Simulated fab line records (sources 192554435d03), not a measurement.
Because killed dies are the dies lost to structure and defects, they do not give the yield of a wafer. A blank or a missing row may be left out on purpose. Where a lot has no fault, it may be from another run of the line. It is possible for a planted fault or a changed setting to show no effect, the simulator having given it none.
A lot that was struck, set against a sound lot    flow n5Finfet    40 steps out of a route of 1938
Sound: the wafers L831.1, L831.5, L831.6. Struck: wafer L853.4 (left out: L853.1, L853.2 of the same lot, which were not struck); the cause appears at the end.
At each step with rows: each side's tool, then ch and its chambers, then its first start. Under that, the readings that differ: sound wafers    struck wafers    difference of the means    sigmas: that difference in standard deviations of wafers without a fault.
alike: a reading whose means differ by less than 2 such deviations, as well as words and numbers matching on both sides. not compared: withheld readings; readings where some wafer has no value; bounds like >300 that might hide an equal value; numbers whose values overlap and for which the record gives no deviation.
A row with sigmas, a row that says differs or no value, or rows on one side alone: a step with any of these is where the two part. Non-overlapping numbers with no deviation appear without sigmas and do not part them. A reading missing from all wafers of one side parts the sides only when that side holds two or more wafers.

first, 1 step without rows for these wafers: N5_MOL_CONTACT_COAG_PRECLEAN_111 (cleans in NF3:NH3, afs cycles 1, time 20 s, sublimation time 60 s).
N5_MOL_CONTACT_COAG_TI_SIL_19: material Ti, target thk 4.2 nm, time 15 s.
  sound on pvdSputter-01 at day 4 17:41; struck on pvdSputter-02 at day 10 07:20
  alike: throttleValvePct
then, 10 steps without rows for these wafers: N5_MOL_CONTACT_COAG_ALD_20 (deposits TiN, target thk 1.5 nm, pulse time 1 s, purge time 3 s); N5_MOL_CONTACT_COAG_SIL_ANNEAL_21 (time 60 s); N5_MOL_CONTACT_COAG_PRE_CLEAN_141 (time 60 s); N5_MOL_CONTACT_COAG_SPUTTER_143 (material Co, target thk 2.5 nm); N5_MOL_CONTACT_COAG_CO_FILL_22 (material Co, precursor CCTBA/H2, target thk 20 nm); N5_MOL_CONTACT_COAG_ANNEAL_113 (time 300 s); N5_MOL_CONTACT_COAG_PRE_CLEAN_142 (time 60 s); N5_MOL_CONTACT_COAG_SPUTTER_130 (material Co, target thk 47.5 nm); N5_MOL_CONTACT_COAG_PRECLEAN_125 (cleans in DIW, time 57.5 s); N5_MOL_CONTACT_COAG_SRD_126 (dry time 32 s).
N5_MOL_CONTACT_COAG_CMP_23: polishes, stops on SiO2, t overpolish 1.5 s, target thk 0 nm.
  sound on cmp-02 ch 0,1, day 5 00:06; struck on cmp-01 ch 0, day 10 12:56
  alike: motorCurrentA, overpolishRunS, slurryFlowMlMin, timeToEndpointS
then, 2 steps without rows for these wafers: N5_MOL_CONTACT_COAG_WET_ETCH_26 (target Co, target depth 13 nm); N5_MOL_CONTACT_COAG_WET_ETCH_116 (etches the open film in SC1-inhibited, target depth 4.6 nm, rinse time 30 s).
N5_MOL_CONTACT_COAG_ALD_27: deposits SiOC, target thk 17 nm, pulse time 1.5 s, time 2720 s.
  sound on aldSin-03 ch 0,1, day 5 00:55; struck on aldSin-04 ch 1, day 10 13:47
  alike: heaterPowerW, precursorPulseHeightRel
then, 1 step without rows for these wafers: N5_MOL_CONTACT_COAG_CMP_28 (polishes, stops on SiNx, t overpolish 0.85 s, target thk 14.522 nm).
N5_MOL_CONTACT_COAG_THK_MEAS_29:
  sound on filmMetro-01 at day 5 02:52; struck on filmMetro-02 at day 10 15:39
  alike: MD_CAP_THK
then, 11 steps without rows for these wafers: N5_MOL_CONTACT_COAG_ALD_123 (deposits SiNx, target thk 5 nm, pulse time 1 s, purge time 2 s); N5_MOL_CONTACT_COAG_PECVD_31 (deposits SiO2 from TEOS/O2, target thk 46 nm, time 8.9 s); N5_MOL_CONTACT_COAG_COAT_75 (time 60 s, resist thk 60 nm); N5_MOL_CONTACT_COAG_COAT_76 (time 60 s, resist thk 10 nm); N5_MOL_CONTACT_COAG_COAT_77 (time 60 s, resist thk 10 nm); N5_MOL_CONTACT_COAG_COAT_78 (resist thk 40 nm); N5_MOL_CONTACT_COAG_EBR_80; N5_MOL_CONTACT_COAG_SOFTBAKE_79 (time 60 s); N5_MOL_CONTACT_COAG_EXPOSE_81 (exposes mask VG, defocus 0 nm); N5_MOL_CONTACT_COAG_PEB_82 (peb time 60 s); N5_MOL_CONTACT_COAG_DEVELOP_83 (develop time 30 s).
N5_MOL_CONTACT_COAG_CD_MEAS_84: target cd 25.1 nm.
  sound on cdSem-02 ch 0, day 5 04:19; struck on cdSem-01 ch 0, day 10 16:34
  alike: cdNm
N5_MOL_CONTACT_COAG_OVL_MEAS_85:
  sound on overlay-02 ch 0, day 5 04:20; struck on overlay-02 ch 0, day 10 16:35
  alike: VG_OVL
then, 1 step without rows for these wafers: N5_MOL_CONTACT_COAG_DESCUM_88 (chemistry O2, time 7 s).
N5_MOL_CONTACT_COAG_ETCH_89: etches underlayer in N2/H2, target depth 13 nm, time 10.4 s.
  sound on rieDiel-02 ch 1,2, day 5 04:28; struck on rieDiel-04 ch 3, day 10 16:43
reading            sound              struck  difference  sigmas
etchRfOnTimeS (s)  10.82 10.38 10.84  10.20   -0.48       -3
  alike: drypumpMotorCurrentA, oesProductAu, rfVppV, showerheadPlenumPTorr, throttleValvePct
  not compared: rfHoursCounterH
then, 2 steps without rows for these wafers: N5_MOL_CONTACT_COAG_ETCH_90 (etches SiARC in CF4, target depth 13 nm, time 21.7 s); N5_MOL_CONTACT_COAG_ALD_131 (deposits SiO2, target thk 5 nm, pulse time 1 s, co reactant pulse time 1 s).
N5_MOL_CONTACT_COAG_ETCHBACK_132: etches SiO2 in CHF3, target depth 10 nm, time 6.7 s.
  sound on rieDiel-02 ch 1,2,3, day 5 04:59; struck on rieDiel-02 ch 0, day 10 17:03
  alike: CHF3_flow_sccm, drypumpMotorCurrentA, oesProductAu, rfVppV, showerheadPlenumPTorr, throttleValvePct
  not compared: rfHoursCounterH
N5_MOL_CONTACT_COAG_ETCH_91: etches SOC in N2/H2, target depth 60 nm, overetch 21 nm, time 101.2 s.
  sound on rieDiel-02 ch 1,2,3, day 5 05:01; struck on rieDiel-02 ch 0, day 10 17:05
  alike: drypumpMotorCurrentA, oesProductAu, rfVppV, showerheadPlenumPTorr, throttleValvePct
  not compared: rfHoursCounterH
then, 2 steps without rows for these wafers: N5_MOL_CONTACT_COAG_STRIP_92 (strips in N2/H2); N5_MOL_CONTACT_COAG_STRIP_93 (strips in N2/H2).
-- here the record skips 8 days between the struck wafers' starts before and after, leaving off in module MOL_CONTACT_COAG and picking up in module PASSIVATION (first step shown: number 1936 of the route) --
N5_PASSIVATION_PROBE_49:
  record: rows for the struck wafers here (prober-01, day 18 14:41), none for the sound ones

== WHERE THEY PART ==
First at N5_MOL_CONTACT_COAG_ETCH_89; last, within this record, at N5_PASSIVATION_PROBE_49.

WHY: the cause the simulator had injected
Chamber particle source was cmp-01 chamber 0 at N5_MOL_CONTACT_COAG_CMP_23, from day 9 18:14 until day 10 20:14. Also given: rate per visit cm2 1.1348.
